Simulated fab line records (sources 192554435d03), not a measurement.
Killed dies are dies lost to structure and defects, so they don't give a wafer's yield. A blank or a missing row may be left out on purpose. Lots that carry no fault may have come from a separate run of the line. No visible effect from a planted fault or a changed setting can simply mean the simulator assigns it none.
The tool behind it: which one? :: flow n5Finfet :: 9 lots, 27 wafers sampled, at 6 steps of a route of 1938

## WHAT THE GAUGES SHOWED, per wafer
N5_WELL_APT_CD_MEAS_08 targets a cd of 200 nm.
lot: L225
measured: day 2 07:44
on: cdSem-01
cdNm (nm): 202.6 202.7 201.9

lot: L231
measured: day 3 19:42
on: cdSem-02
cdNm (nm): 203.4 200.5 200.7

lot: L236
measured: day 5 03:05
on: cdSem-03
cdNm (nm): 201.4 201.2 200.9

lot: L240
measured: day 6 01:42
on: cdSem-03
cdNm (nm): 200.9 199.1 200.5

lot: L241
measured: day 6 08:34
on: cdSem-03
cdNm (nm): 200.4 199.3 200.9

lot: L242
measured: day 6 13:44
on: cdSem-01
cdNm (nm): 199.8 200.6 200.7

lot: L243
measured: day 6 19:57
on: cdSem-02
cdNm (nm): 201.9 201.8 202.8

lot: L244
measured: day 7 01:49
on: cdSem-01
cdNm (nm): 201.5 200.4 199.8

lot: L245
measured: day 7 07:41
on: cdSem-02
cdNm (nm): 201.5 202.5 201.8

N5_WELL_APT_OVL_MEAS_09.
lot: L225
measured: day 2 07:46
on: overlay-02
NWELL_OVL (nm): -10 -9 -18

lot: L231
measured: day 3 19:44
on: overlay-02
NWELL_OVL (nm): 1 -3 -6

lot: L236
measured: day 5 03:07
on: overlay-01
NWELL_OVL (nm): -3 2 1

lot: L240
measured: day 6 01:44
on: overlay-02
NWELL_OVL (nm): -1 0 -1

lot: L241
measured: day 6 08:35
on: overlay-01
NWELL_OVL (nm): 58 56 54

lot: L242
measured: day 6 13:46
on: overlay-01
NWELL_OVL (nm): 53 50 42

lot: L243
measured: day 6 19:59
on: overlay-01
NWELL_OVL (nm): -6 -3 0

lot: L244
measured: day 7 01:50
on: overlay-01
NWELL_OVL (nm): 53 44 46

lot: L245
measured: day 7 07:43
on: overlay-02
NWELL_OVL (nm): -9 -6 -4

N5_BEOL_M4_RC_MEAS_101.
lot: L225
measured: day 8 14:11
on: prober-02
DIBL_N (mV/V): 35.7 34.9 34.4
DIBL_P (mV/V): 34.7 33.4 33.8
IOFF_N (nA/um): 0.146 0.125 0.125
IOFF_P (nA/um): 0.190 0.172 0.180
ION_N (uA/um): 672 666 667
ION_P (uA/um): 463 457 464
SS_N (mV/dec): 71.5 70.9 71.1
SS_P (mV/dec): 72.8 72.9 72.9
VT_N (mV): 252.3 252.6 252.0
VT_P (mV): -249.1 -253.1 -251.7

lot: L231
measured: day 9 20:49
on: prober-01
DIBL_N (mV/V): 33.8 35.2 34.6
DIBL_P (mV/V): 34.7 36.6 35.9
IOFF_N (nA/um): 0.146 0.172 0.155
IOFF_P (nA/um): 0.179 0.209 0.190
ION_N (uA/um): 678 687 675
ION_P (uA/um): 463 463 458
SS_N (mV/dec): 72.2 71.7 71.3
SS_P (mV/dec): 72.4 73.4 72.8
VT_N (mV): 247.6 244.4 248.9
VT_P (mV): -253.7 -249.4 -251.1

lot: L236
measured: day 11 15:14
on: prober-02
DIBL_N (mV/V): 36.4 37.0 35.9
DIBL_P (mV/V): 35.7 36.8 36.1
IOFF_N (nA/um): 0.165 0.178 0.161
IOFF_P (nA/um): 0.181 0.193 0.187
ION_N (uA/um): 666 674 671
ION_P (uA/um): 457 456 455
SS_N (mV/dec): 72.0 71.8 70.9
SS_P (mV/dec): 73.6 74.2 73.5
VT_N (mV): 247.4 249.3 249.5
VT_P (mV): -253.8 -253.1 -253.2

lot: L240
measured: day 12 11:00
on: prober-02
DIBL_N (mV/V): 38.6 36.7 37.9
DIBL_P (mV/V): 37.3 34.8 36.1
IOFF_N (nA/um): 0.201 0.159 0.188
IOFF_P (nA/um): 0.248 0.206 0.235
ION_N (uA/um): 679 669 688
ION_P (uA/um): 465 455 474
SS_N (mV/dec): 72.6 71.6 71.8
SS_P (mV/dec): 73.9 73.2 73.5
VT_N (mV): 247.0 250.7 248.7
VT_P (mV): -248.7 -250.7 -246.2

lot: L241
measured: day 12 14:46
on: prober-01
DIBL_N (mV/V): 36.1 35.7 36.0
DIBL_P (mV/V): 35.0 34.4 35.0
IOFF_N (nA/um): 0.166 0.149 0.155
IOFF_P (nA/um): 0.211 0.200 0.201
ION_N (uA/um): 678 675 680
ION_P (uA/um): 459 460 468
SS_N (mV/dec): 71.1 71.5 71.2
SS_P (mV/dec): 72.2 72.8 72.9
VT_N (mV): 248.8 249.9 250.0
VT_P (mV): -248.8 -248.3 -248.5

lot: L242
measured: day 12 14:43
on: prober-02
DIBL_N (mV/V): 36.8 38.2 37.9
DIBL_P (mV/V): 37.2 37.8 37.5
IOFF_N (nA/um): 0.177 0.200 0.186
IOFF_P (nA/um): 0.220 0.232 0.225
ION_N (uA/um): 679 688 680
ION_P (uA/um): 460 462 467
SS_N (mV/dec): 72.2 71.8 72.0
SS_P (mV/dec): 73.3 73.2 72.1
VT_N (mV): 249.4 247.3 247.4
VT_P (mV): -250.5 -247.2 -249.5

lot: L243
measured: day 12 20:45
on: prober-02
DIBL_N (mV/V): 34.3 35.8 36.0
DIBL_P (mV/V): 35.7 36.9 37.6
IOFF_N (nA/um): 0.117 0.135 0.138
IOFF_P (nA/um): 0.192 0.214 0.222
ION_N (uA/um): 663 666 673
ION_P (uA/um): 461 463 467
SS_N (mV/dec): 71.9 71.0 71.6
SS_P (mV/dec): 72.9 73.7 73.1
VT_N (mV): 254.1 254.6 254.9
VT_P (mV): -252.3 -249.9 -250.0

lot: L244
measured: day 13 06:17
on: prober-01
DIBL_N (mV/V): 35.6 36.1 36.0
DIBL_P (mV/V): 36.5 37.8 37.2
IOFF_N (nA/um): 0.161 0.182 0.166
IOFF_P (nA/um): 0.215 0.238 0.222
ION_N (uA/um): 666 681 677
ION_P (uA/um): 461 461 462
SS_N (mV/dec): 71.9 71.8 72.7
SS_P (mV/dec): 73.0 73.9 73.7
VT_N (mV): 249.0 246.7 248.1
VT_P (mV): -250.2 -247.1 -251.9

lot: L245
measured: day 13 22:22
on: prober-01
DIBL_N (mV/V): 37.1 36.0 35.0
DIBL_P (mV/V): 36.4 35.6 34.3
IOFF_N (nA/um): 0.166 0.143 0.132
IOFF_P (nA/um): 0.217 0.202 0.178
ION_N (uA/um): 679 674 662
ION_P (uA/um): 465 463 457
SS_N (mV/dec): 71.8 71.9 71.6
SS_P (mV/dec): 73.3 73.1 73.4
VT_N (mV): 250.1 250.6 251.1
VT_P (mV): -246.2 -248.4 -248.6

## WHAT TOOL EACH LOT RAN ON (gives the tool, then ch and the chambers of the sampled wafers, and finally the start)
lot: L225
N5_ZERO_LAYER_PECVD_02: pecvd-04 ch 1,2, day 2 06:18
N5_ZERO_LAYER_DESCUM_16: rieDiel-02 ch 0,2, day 2 06:42
N5_WELL_APT_EXPOSE_05: krfScanner-01 ch 0, day 2 07:34

lot: L231
N5_ZERO_LAYER_PECVD_02: pecvd-02 ch 0,1, day 3 18:18
N5_ZERO_LAYER_DESCUM_16: rieDiel-03 ch 1,2, day 3 18:49
N5_WELL_APT_EXPOSE_05: krfScanner-02 ch 0, day 3 19:32

lot: L236
N5_ZERO_LAYER_PECVD_02: pecvd-02 ch 0,1, day 5 00:17
N5_ZERO_LAYER_DESCUM_16: rieDiel-06 ch 0,2,3, day 5 02:05
N5_WELL_APT_EXPOSE_05: krfScanner-02 ch 0, day 5 02:55

lot: L240
N5_ZERO_LAYER_PECVD_02: pecvd-04 ch 0,1, day 6 00:17
N5_ZERO_LAYER_DESCUM_16: rieDiel-02 ch 2,3, day 6 00:49
N5_WELL_APT_EXPOSE_05: krfScanner-02 ch 0, day 6 01:32

lot: L241
N5_ZERO_LAYER_PECVD_02: pecvd-04 ch 0,1, day 6 06:18
N5_ZERO_LAYER_DESCUM_16: rieDiel-03 ch 1,3, day 6 07:40
N5_WELL_APT_EXPOSE_05: krfScanner-02 ch 0, day 6 08:23

lot: L242
N5_ZERO_LAYER_PECVD_02: pecvd-03 ch 0,1,2, day 6 12:19
N5_ZERO_LAYER_DESCUM_16: rieDiel-03 ch 0,1,2, day 6 12:50
N5_WELL_APT_EXPOSE_05: krfScanner-02 ch 0, day 6 13:34

lot: L243
N5_ZERO_LAYER_PECVD_02: pecvd-02 ch 1,2, day 6 18:19
N5_ZERO_LAYER_DESCUM_16: rieDiel-03 ch 1,3, day 6 18:55
N5_WELL_APT_EXPOSE_05: krfScanner-01 ch 0, day 6 19:47

lot: L244
N5_ZERO_LAYER_PECVD_02: pecvd-03 ch 1,2, day 7 00:17
N5_ZERO_LAYER_DESCUM_16: rieDiel-06 ch 2,3, day 7 00:48
N5_WELL_APT_EXPOSE_05: krfScanner-02 ch 0, day 7 01:38

lot: L245
N5_ZERO_LAYER_PECVD_02: pecvd-04 ch 1,2, day 7 06:17
N5_ZERO_LAYER_DESCUM_16: rieDiel-02 ch 0,1,2, day 7 06:41
N5_WELL_APT_EXPOSE_05: krfScanner-01 ch 0, day 7 07:32
- N5_ZERO_LAYER_PECVD_02: deposits SiO2 from SiH4/N2O, target thk 10 nm, time 6 s.
- N5_ZERO_LAYER_DESCUM_16: chemistry O2, time 7.9 s.
- N5_WELL_APT_EXPOSE_05: exposes mask NWELL, defocus 0 nm, target cd 200 nm.

## AS READ BY THE TOOLS THEMSELVES (means over the sampled wafers that have a number; for cases with no such wafer, the mark the record gives instead)
N5_ZERO_LAYER_PECVD_02.
lot: L225
tool: pecvd-04
chamberPressureTorr (Torr): 0.7490
heaterPowerW (W): 875
showerheadPlenumPTorr (Torr): 8.18

lot: L231
tool: pecvd-02
chamberPressureTorr (Torr): 0.7486
heaterPowerW (W): 742
showerheadPlenumPTorr (Torr): 8.18

lot: L236
tool: pecvd-02
chamberPressureTorr (Torr): 0.7496
heaterPowerW (W): 788
showerheadPlenumPTorr (Torr): 8.19

lot: L240
tool: pecvd-04
chamberPressureTorr (Torr): 0.7488
heaterPowerW (W): 893
showerheadPlenumPTorr (Torr): 8.34

lot: L241
tool: pecvd-04
chamberPressureTorr (Torr): 0.7491
heaterPowerW (W): 839
showerheadPlenumPTorr (Torr): 8.33

lot: L242
tool: pecvd-03
chamberPressureTorr (Torr): 0.7512
heaterPowerW (W): 697
showerheadPlenumPTorr (Torr): 8.15

lot: L243
tool: pecvd-02
chamberPressureTorr (Torr): 0.7514
heaterPowerW (W): 760
showerheadPlenumPTorr (Torr): 8.20

lot: L244
tool: pecvd-03
chamberPressureTorr (Torr): 0.7491
heaterPowerW (W): 716
showerheadPlenumPTorr (Torr): 8.13

lot: L245
tool: pecvd-04
chamberPressureTorr (Torr): 0.7492
heaterPowerW (W): 891
showerheadPlenumPTorr (Torr): 8.19

N5_ZERO_LAYER_DESCUM_16.
lot: L225
tool: rieDiel-02
drypumpMotorCurrentA (A): 6.1
o2FlowSccm (sccm): 226.0
oesProductAu (a.u.): 0.86
rfVppV (V): 243.4
showerheadPlenumPTorr (Torr): 2.15
throttleValvePct (%): 20.25

lot: L231
tool: rieDiel-03
drypumpMotorCurrentA (A): 5.7
o2FlowSccm (sccm): 225.1
oesProductAu (a.u.): 0.78
rfVppV (V): 244.4
showerheadPlenumPTorr (Torr): 2.13
throttleValvePct (%): 20.54

lot: L236
tool: rieDiel-06
drypumpMotorCurrentA (A): 5.6
o2FlowSccm (sccm): 224.7
oesProductAu (a.u.): 0.83
rfVppV (V): 243.8
showerheadPlenumPTorr (Torr): 2.15
throttleValvePct (%): 20.35

lot: L240
tool: rieDiel-02
drypumpMotorCurrentA (A): 6.0
o2FlowSccm (sccm): 225.1
oesProductAu (a.u.): 0.73
rfVppV (V): 241.6
showerheadPlenumPTorr (Torr): 1.99
throttleValvePct (%): 20.68

lot: L241
tool: rieDiel-03
drypumpMotorCurrentA (A): 5.7
o2FlowSccm (sccm): 225.3
oesProductAu (a.u.): 0.73
rfVppV (V): 243.9
showerheadPlenumPTorr (Torr): 2.15
throttleValvePct (%): 20.66

lot: L242
tool: rieDiel-03
drypumpMotorCurrentA (A): 6.0
o2FlowSccm (sccm): 224.2
oesProductAu (a.u.): 0.82
rfVppV (V): 243.1
showerheadPlenumPTorr (Torr): 2.09
throttleValvePct (%): 20.46

lot: L243
tool: rieDiel-03
drypumpMotorCurrentA (A): 5.5
o2FlowSccm (sccm): 224.9
oesProductAu (a.u.): 0.70
rfVppV (V): 243.0
showerheadPlenumPTorr (Torr): 2.10
throttleValvePct (%): 20.71

lot: L244
tool: rieDiel-06
drypumpMotorCurrentA (A): 5.4
o2FlowSccm (sccm): 225.4
oesProductAu (a.u.): 0.87
rfVppV (V): 243.5
showerheadPlenumPTorr (Torr): 2.16
throttleValvePct (%): 20.30

lot: L245
tool: rieDiel-02
drypumpMotorCurrentA (A): 6.2
o2FlowSccm (sccm): 225.0
oesProductAu (a.u.): 0.79
rfVppV (V): 243.7
showerheadPlenumPTorr (Torr): 2.13
throttleValvePct (%): 20.31

## THE ANSWER, worked out from the rows above alone
Rule: usual is defined by the lots themselves. The widest of any qualifying gaps counts: lots, ordered by their means at a reading, are off when they make up no more than a third of the lots, leave a main group of 4 or more, and stand apart from it by 3 or more times the standard deviation of that group's means. If all means in a main group match to the digits the tables above print for the reading, that group is not used. A lot without any number at a reading at which 4 lots or more have one is off too. Any other lot the step has rows for is counted as sound. First the gauges in route order, then the tools' own readings, where a lot's mean is used as printed above. At the first step where some lot is off, the reading lying furthest off is the one used; lots without a number count as furthest.
Off: L241, L242, L244, at N5_WELL_APT_OVL_MEAS_09 (NWELL_OVL). For the main group the mean is -4 nm and the standard deviation 4.2.
A tool fits if, at a process step before that reading, it ran every lot that is off, and no sound lot after the first of them. The gauges at N5_WELL_APT_OVL_MEAS_09 are tried like those tools. One fits: krfScanner-02 at N5_WELL_APT_EXPOSE_05. Its last sound lot is L240 (day 6 01:32), its first lot that is off L241 (day 6 08:23): a fault that began between those two fits.

## WHAT THE SIMULATOR HAD INSERTED
Scanner matching overlay: krfScanner-02, from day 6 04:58 on, at N5_WELL_APT_EXPOSE_05. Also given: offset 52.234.
Lots struck among those shown: L241, L242, L244. The same result came from the rule above.
